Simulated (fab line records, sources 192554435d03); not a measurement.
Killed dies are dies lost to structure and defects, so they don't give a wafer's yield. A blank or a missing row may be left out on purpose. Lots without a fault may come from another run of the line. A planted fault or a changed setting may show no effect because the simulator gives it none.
Split-lot experiment | flow n5_finfet | 7 lots, 39 wafers read, on a route of 1938 steps

THE SPLIT
At N5_FIN_SAQP_ALD_61 (deposits SiO2, target thk 4 nm, pulse time 1 s, purge time 2 s), the setting ald_cycles was moved away from the recipe's 43 on 12 of the 39 wafers read, by -25.6% to +34.9%. The other wafers ran this setting at the recipe's value.

The reading is taken at the split's own step.

THE READING
SiO2_of_FIN_SAQP_ALD_61.thk_nm (the simulator's own value, which no gauge read), in nm, at N5_FIN_SAQP_ALD_61 (deposits SiO2, target thk 4 nm, pulse time 1 s, purge time 2 s). The file gives no usual value for it. The 27 wafers here that ran the recipe average 4.001 nm, standard deviation 0.02 nm.

wafer  | tool, chamber at the split | ald_cycles as run | against the recipe | SiO2_of_FIN_SAQP_ALD_61.thk_nm, nm | against lot-mates on the recipe
L077.1 | ald_sin-02, 0              | 43                | recipe             | 4.019                              | -
L077.2 | ald_sin-02, 3              | 43                | recipe             | 4.011                              | -
L077.3 | ald_sin-02, 2              | 43                | recipe             | 4.008                              | -
L077.4 | ald_sin-02, 1              | 43                | recipe             | 3.985                              | -
L077.5 | ald_sin-02, 2              | 43                | recipe             | 4.02                               | -
L077.6 | ald_sin-02, 3              | 43                | recipe             | 4.032                              | -
L082.1 | ald_sin-02, 2              | 43                | recipe             | 3.997                              | -
L082.2 | ald_sin-02, 3              | 51                | +18.6%             | 4.754                              | +0.746
L082.3 | ald_sin-02, 1              | 43                | recipe             | 4.005                              | -
L082.4 | ald_sin-02, 0              | 51                | +18.6%             | 4.76                               | +0.752
L082.5 | ald_sin-02, 2              | 43                | recipe             | 4.022                              | -
L082.6 | ald_sin-02, 3              | 51                | +18.6%             | 4.768                              | +0.760
L087.1 | ald_sin-01, 1              | 58                | +34.9%             | 5.372                              | +1.379
L087.2 | ald_sin-01, 2              | 58                | +34.9%             | 5.385                              | +1.392
L087.3 | ald_sin-01, 0              | 58                | +34.9%             | 5.42                               | +1.427
L087.4 | ald_sin-01, 3              | 43                | recipe             | 4.009                              | -
L087.5 | ald_sin-01, 2              | 43                | recipe             | 3.997                              | -
L087.6 | ald_sin-01, 1              | 43                | recipe             | 3.974                              | -
L088.1 | ald_sin-04, 3              | 43                | recipe             | 4.014                              | -
L088.2 | ald_sin-04, 2              | 54                | +25.6%             | 5.003                              | +0.996
L088.3 | ald_sin-04, 0              | 54                | +25.6%             | 5.004                              | +0.997
L088.4 | ald_sin-04, 1              | 43                | recipe             | 3.995                              | -
L088.5 | ald_sin-04, 0              | 54                | +25.6%             | 5.035                              | +1.028
L088.6 | ald_sin-04, 1              | 43                | recipe             | 4.011                              | -
L089.1 | ald_sin-04, 3              | 43                | recipe             | 4.03                               | -
L089.2 | ald_sin-04, 0              | 43                | recipe             | 4.022                              | -
L089.4 | ald_sin-04, 2              | 43                | recipe             | 4.014                              | -
L090.1 | ald_sin-02, 0              | 43                | recipe             | 3.955                              | -
L090.2 | ald_sin-02, 3              | 43                | recipe             | 3.991                              | -
L090.3 | ald_sin-02, 2              | 43                | recipe             | 3.984                              | -
L090.4 | ald_sin-02, 0              | 43                | recipe             | 3.958                              | -
L090.5 | ald_sin-02, 2              | 43                | recipe             | 3.982                              | -
L090.6 | ald_sin-02, 3              | 43                | recipe             | 3.973                              | -
L092.1 | ald_sin-04, 0              | 43                | recipe             | 4.018                              | -
L092.2 | ald_sin-04, 2              | 32                | -25.6%             | 2.973                              | -1.035
L092.3 | ald_sin-04, 1              | 43                | recipe             | 3.989                              | -
L092.4 | ald_sin-04, 3              | 43                | recipe             | 4.016                              | -
L092.5 | ald_sin-04, 2              | 32                | -25.6%             | 2.965                              | -1.043
L092.6 | ald_sin-04, 3              | 32                | -25.6%             | 2.975                              | -1.033

THE FIT
A straight line over all 39 wafers: SiO2_of_FIN_SAQP_ALD_61.thk_nm changes by +0.04 nm for each +1% of ald_cycles; r = +1.00; the points scatter about the line by 0.02 nm.
The same after taking each lot's own level away (the mean of its wafers on the recipe; 39 wafers): +0.0401 nm for each +1%; r = +1.00; scatter 0.014 nm.
On that fit, the largest move of ald_cycles shifts the reading by 1.4 nm.
The lots' own levels span 3.9738 to 4.0220 nm, that is 2.4 times the standard deviation above.
So the lot-to-lot level changes the slope little: the two slopes agree.
Check: with one of the wafers moved furthest among these (+34.9%) left out of the fit, the line predicts +1.4 nm for it against its lot-mates. It came out at +1.38 nm against them.

THE FILE'S OWN FIT
SiO2_of_FIN_SAQP_ALD_61.thk_nm changes by +0.0401 nm for each +1% of ald_cycles, r = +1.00.
